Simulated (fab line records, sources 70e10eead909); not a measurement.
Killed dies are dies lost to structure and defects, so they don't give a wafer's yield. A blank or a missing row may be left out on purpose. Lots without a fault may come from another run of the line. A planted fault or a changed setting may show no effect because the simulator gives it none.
A struck lot beside a sound one | flow nand_harc | 10 steps out of a route of 1302
Sound: wafers L827.2, L827.3, L827.6. Struck: wafer L829.1. (L829.2, L829.4 of the same lot were not struck and are left out.) The cause comes at the end.
At each step with rows: each side's tool, then ch and its chambers, then its first start. Under that, the readings that differ: sound wafers | struck wafers | difference of the means | sigmas: that difference in standard deviations of wafers without a fault.
alike: readings whose means differ by less than 2 such deviations, and words and numbers that are the same on both sides. not compared: withheld readings, readings that some wafer has no value for, bounds like >300 that may hide the same value, and numbers for which the record gives no deviation and whose values overlap.
The two part at a step that has a row with sigmas, a row that says differs or no value, or rows on one side only. Numbers that don't overlap but have no deviation are shown without sigmas and don't part them. A reading that every wafer of one side lacks parts them only if that side has two wafers or more.

first, 1 step without rows for these wafers: NHARC_A_WL_FILL_CVD_23 (deposits poly-Si, target thk 40 nm, time 800 s).
NHARC_A_WL_FILL_ETCHBACK_26: etches the open film in HBr, target depth 52 nm, time 13.3 s.
  sound on rie_si-03 ch 0,1,2, day 22 09:29; struck on rie_si-03 ch 2, day 23 14:13
  alike: drypump_motor_current_A, oes_product_au, rf_fwd_power_W, throttle_valve_pct
  not compared: rf_hours_counter_h
then, 2 steps without rows for these wafers: NHARC_A_WL_FILL_PRECLEAN_30 (cleans in dHF, time 10 s); NHARC_A_WL_FILL_SRD_14.
NHARC_A_WL_FILL_ALD_19: deposits TiN, target thk 2 nm, pulse time 3 s, ald cycles 100.
  sound on ald_metal-01 ch 1,2,3, day 22 09:46; struck on ald_metal-03 ch 2, day 23 14:31
  alike: heater_power_w, precursor_pulse_height_rel
NHARC_A_WL_FILL_CVD_20: deposits W, target thk 100 nm, time 74 s.
  sound on cvd_w-02 ch 0,1; struck on cvd_w-01 ch 1
  alike: heater_power_w, throttle_valve_pct
NHARC_A_WL_FILL_CMP_12: polishes, t overpolish 30 s, target thk 100 nm.
  sound on cmp-02 ch 0,2, day 22 10:09; struck on cmp-04 ch 1, day 23 14:56
  alike: motor_current_A, overpolish_run_s, slurry_filter_dp_kPa, time_to_endpoint_s
then, 1 step without rows for these wafers: NHARC_A_WL_FILL_SRD_31.
NHARC_A_WL_FILL_INSPECT_15:
  sound on defect_inspect-02, day 22 10:37; struck on defect_inspect-01, day 23 15:25
  reading          | sound       | struck | difference | sigmas
  raw_defect_count | 428 453 572 | 758    | +274       | +2
NHARC_A_CONTACT_DEP_24: deposits SiO2, target thk 500 nm.
  sound on pecvd-01 ch 0,1,2, day 22 10:41; struck on pecvd-03 ch 2, day 23 15:29
  reading            | sound             | struck | difference | sigmas
  rf_fwd_power_W (W) | 899.6 896.7 897.4 | 791.9  | -106.0     | -41
  alike: heater_power_w, throttle_valve_pct

WHERE THEY PART
First at NHARC_A_WL_FILL_INSPECT_15; last, within this record, at NHARC_A_CONTACT_DEP_24.

WHY: what the simulator had put in
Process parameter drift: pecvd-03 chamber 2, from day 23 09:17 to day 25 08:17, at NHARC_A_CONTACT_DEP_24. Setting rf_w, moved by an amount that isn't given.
